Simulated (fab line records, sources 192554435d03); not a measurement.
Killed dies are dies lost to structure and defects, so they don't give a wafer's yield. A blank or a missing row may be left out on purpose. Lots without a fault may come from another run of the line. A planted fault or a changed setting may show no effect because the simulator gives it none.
Split-lot experiment | flow n5_finfet | 7 lots, 21 wafers read, on a route of 1938 steps

THE SPLIT
At N5_BEOL_M11_TRENCH_ETCH_37 (etches SiCOH lowk in C4F6/O2, target depth 148.83 nm, time 48 s), the setting bias_w was moved away from the recipe's 185 W on 7 of the 21 wafers read, by -17.2% to +14.6%. The other wafers ran this setting at the recipe's value.

FROM THE SPLIT TO THE READING: what the file shows between them, 11 steps
- N5_BEOL_M11_ETCH_41: etches SiCN in CH3F/O2, target depth 42.6 nm, time 86 s (also split here: time_s)
- N5_BEOL_M11_STRIP_77: strips in N2/H2, time 10 s
- N5_BEOL_M11_OCD_MEAS_38
- N5_BEOL_M11_HM_STRIP_39: strips TiN in peroxide tin strip, target depth 25 nm, time 158 s
- N5_BEOL_M11_SRD_40: time 30 s
- N5_BEOL_M11_ECD_50: material Cu, target thk 318 nm
- N5_BEOL_M11_ANNEAL_51: time 90 s
- N5_BEOL_M11_CMP_52: polishes, stops on SiCOH lowk, t overpolish 7 s, target thk 140 nm
- N5_BEOL_M11_THK_MEAS_53: measures by xrf
- N5_BEOL_M11_PRE_CLEAN_55: time 15 s
- N5_BEOL_M11_DEP_56: deposits SiCN from 3MS/NH3, target thk 30 nm, time 10.5 s

THE READING
M11_RS, in ohm/sq, at N5_BEOL_M11_RS_MEAS_57 (measures by four-point-probe). Fault-free wafers of this fab line usually give 0.1521 ohm/sq, standard deviation 0.0027 ohm/sq.

wafer  | tool, chamber at the split | bias_w as run, W | against the recipe | M11_RS, ohm/sq | against lot-mates on the recipe
L079.2 | rie_diel-04, 3             | 153.1            | -17.2%             | 0.1668         | +0.0123
L079.5 | rie_diel-04, 2             | 185              | recipe             | 0.1526         | -
L079.6 | rie_diel-04, 3             | 185              | recipe             | 0.1564         | -
L081.1 | rie_diel-02, 0             | 185              | recipe             | 0.1533         | -
L081.3 | rie_diel-02, 3             | 185              | recipe             | 0.1470         | -
L081.5 | rie_diel-02, 3             | 212              | +14.6%             | 0.1417         | -0.0085
L083.1 | rie_diel-06, 0             | 185              | recipe             | 0.1535         | -
L083.3 | rie_diel-06, 3             | 175.7            | -5.0%              | 0.1555         | +0.0020
L083.4 | rie_diel-06, 2             | 175.7            | -5.0%              | 0.1552         | +0.0017
L084.2 | rie_diel-04, 0             | 185              | recipe             | 0.1555         | -
L084.5 | rie_diel-04, 0             | 185              | recipe             | 0.1543         | -
L084.6 | rie_diel-04, 1             | 185              | recipe             | 0.1550         | -
L091.2 | rie_diel-04, 2             | 185              | recipe             | 0.1500         | -
L091.4 | rie_diel-04, 1             | 172.9            | -6.5%              | 0.1535         | +0.0030
L091.6 | rie_diel-04, 2             | 185              | recipe             | 0.1510         | -
L094.1 | rie_diel-04, 1             | 197.6            | +6.8%              | 0.1476         | -0.0045
L094.2 | rie_diel-04, 0             | 185              | recipe             | 0.1533         | -
L094.3 | rie_diel-04, 2             | 185              | recipe             | 0.1509         | -
L095.1 | rie_diel-06, 1             | 185              | recipe             | 0.1492         | -
L095.2 | rie_diel-06, 3             | 185              | recipe             | 0.1496         | -
L095.3 | rie_diel-06, 0             | 176.4            | -4.6%              | 0.1567         | +0.0073

THE FIT
A straight line over all 21 wafers: M11_RS changes by -0.000741 ohm/sq for each +1% of bias_w; r = -0.87; the points scatter about the line by 0.0024 ohm/sq.
The same after taking each lot's own level away (the mean of its wafers on the recipe; 21 wafers): -0.00065 ohm/sq for each +1%; r = -0.91; scatter 0.0017 ohm/sq.
On that fit, the largest move of bias_w shifts the reading by 0.011 ohm/sq.
The lots' own levels span 0.14940 to 0.15493 ohm/sq, that is 2.0 times the standard deviation above.
So the lot-to-lot level changes the slope: the two fits differ.
Check: with one of the wafers moved furthest among these (-17.2%) left out of the fit, the line predicts +0.0105 ohm/sq for it against its lot-mates. It came out at +0.0123 ohm/sq against them.

OTHER SPLITS ON THESE WAFERS
These wafers also went through other splits before the reading. Each is held against what the fit with the lots' levels taken away leaves over:
other split on the same wafers     | wafers away from the commonest value | r with M11_RS (lot level and that fit taken away)
N5_BEOL_M7_TRENCH_ETCH_37 source_w | 5                                    | +0.21
N5_BEOL_M9_TRENCH_ETCH_37 source_w | 6                                    | +0.22
N5_BEOL_M10_COAT_64 spin_rpm       | 7                                    | -0.29
N5_BEOL_M10_EXPOSE_25 dose_mj      | 4                                    | -0.24
N5_BEOL_M11_ETCH_41 time_s         | 5                                    | -0.31

THE WHOLE CHAIN: every reading that the file lists as answering this split, in the file's order
step                       | what it does                                                       | reading                                                                       | change (the file's fit)               | r (the file's)
N5_BEOL_M11_TRENCH_ETCH_37 | etches SiCOH lowk in C4F6/O2, target depth 148.83 nm, time 48 s    | BEOL_M11.feature_depth_nm (the simulator's own value, which no gauge read)    | +0.541 nm for each +1% of the setting | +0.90
N5_BEOL_M11_TRENCH_ETCH_37 | etches SiCOH lowk in C4F6/O2, target depth 148.83 nm, time 48 s    | etch.depth_nm (the simulator's own value, which no gauge read)                | +0.535 nm for each +1% of the setting | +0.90
N5_BEOL_M11_OCD_MEAS_38    |                                                                    | trench_depth_nm                                                               | +0.544 nm for each +1% of the setting | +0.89
N5_BEOL_M11_CMP_52         | polishes, stops on SiCOH lowk, t overpolish 7 s, target thk 140 nm | Cu_of_BEOL_M11_ECD_50.thk_nm (the simulator's own value, which no gauge read) | +0.533 nm for each +1% of the setting | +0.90
N5_BEOL_M11_THK_MEAS_53    | measures by xrf                                                    | M11_THK                                                                       | +0.557 for each +1% of the setting    | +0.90
N5_BEOL_M11_RS_MEAS_57     | measures by four-point-probe                                       | M11_RS                                                                        | -0.000665 for each +1% of the setting | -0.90

THE FILE'S OWN FIT
M11_RS changes by -0.000665 ohm/sq for each +1% of bias_w, r = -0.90.
